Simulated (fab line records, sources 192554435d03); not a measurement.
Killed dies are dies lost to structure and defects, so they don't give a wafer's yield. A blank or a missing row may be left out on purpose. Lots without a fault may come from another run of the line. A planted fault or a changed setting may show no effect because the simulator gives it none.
Chamber matching | flow n5_finfet | N5_HKMG_FIN_ETCH_31 on rie_diel-05: 4 sister chambers
The step etches SiARC in CF4, target depth 45.5 nm, time 75.8 s. 14 wafers are shown with their chamber, then 7 later ones without.

WAFERS WITH THEIR CHAMBER
wafer  | chamber | showerhead_plenum_p_Torr (Torr) | drypump_motor_current_A (A) | throttle_valve_pct (%)
L277.1 | 2       | 2.25                            | 5.4                         | 15.26
L277.5 | 0       | 2.26                            | 5.9                         | 15.91
L277.6 | 1       | 2.11                            | 5.1                         | 15.44
L279.3 | 3       | 2.04                            | 6.4                         | 15.72
L279.4 | 0       | 2.26                            | 5.8                         | 15.93
L279.5 | 0       | 2.26                            | 5.9                         | 15.92
L281.2 | 1       | 2.11                            | 5.1                         | 15.44
L281.4 | 3       | 2.04                            | 6.4                         | 15.73
L281.5 | 2       | 2.25                            | 5.4                         | 15.28
L283.1 | 2       | 2.25                            | 5.4                         | 15.31
L283.2 | 1       | 2.11                            | 5.1                         | 15.46
L283.6 | 2       | 2.25                            | 5.3                         | 15.29
L288.1 | 2       | 2.24                            | 5.4                         | 15.32
L288.4 | 0       | 2.25                            | 5.9                         | 15.95

SIGNATURES (means of the wafers above)
reading                  | chamber 0 | chamber 1 | chamber 2 | chamber 3 | scatter within a chamber
showerhead_plenum_p_Torr | 2.2575    | 2.1100    | 2.2480    | 2.0400    | 0.00394
drypump_motor_current_A  | 5.875     | 5.100     | 5.380     | 6.400     | 0.0394
throttle_valve_pct       | 15.9275   | 15.4467   | 15.2920   | 15.7250   | 0.0186
Rule: a wafer's distance from a chamber is the root of the sum, over the readings, of the square of ((its reading less the chamber's mean) divided by the reading's scatter). The wafer belongs to the nearest chamber; if the next one is less than 2 further off, it can't be placed. The scatter: the root of (the sum of the squares of (reading less its chamber's mean) over the shown wafers, divided by (wafers less chambers)).

WAFERS WITHOUT THEIR CHAMBER
wafer  | showerhead_plenum_p_Torr (Torr) | drypump_motor_current_A (A) | throttle_valve_pct (%)
L288.5 | 2.25                            | 5.9                         | 15.97
L289.1 | 2.24                            | 5.4                         | 15.32
L289.4 | 2.10                            | 5.1                         | 15.52
L289.6 | 2.24                            | 5.4                         | 15.32
L290.3 | 2.10                            | 5.1                         | 15.49
L290.5 | 2.03                            | 6.4                         | 15.77
L290.6 | 2.25                            | 5.8                         | 15.95

WHICH CHAMBER EACH WENT THROUGH
wafer  | from the rows above | in truth
L288.5 | 0                   | 0
L289.1 | 2                   | 2
L289.4 | 1                   | 1
L289.6 | 2                   | 2
L290.3 | 1                   | 1
L290.5 | 3                   | 3
L290.6 | 0                   | 0
Placed correctly: 7 of 7. Can't be placed from these rows: 0. Placed wrongly: 0.
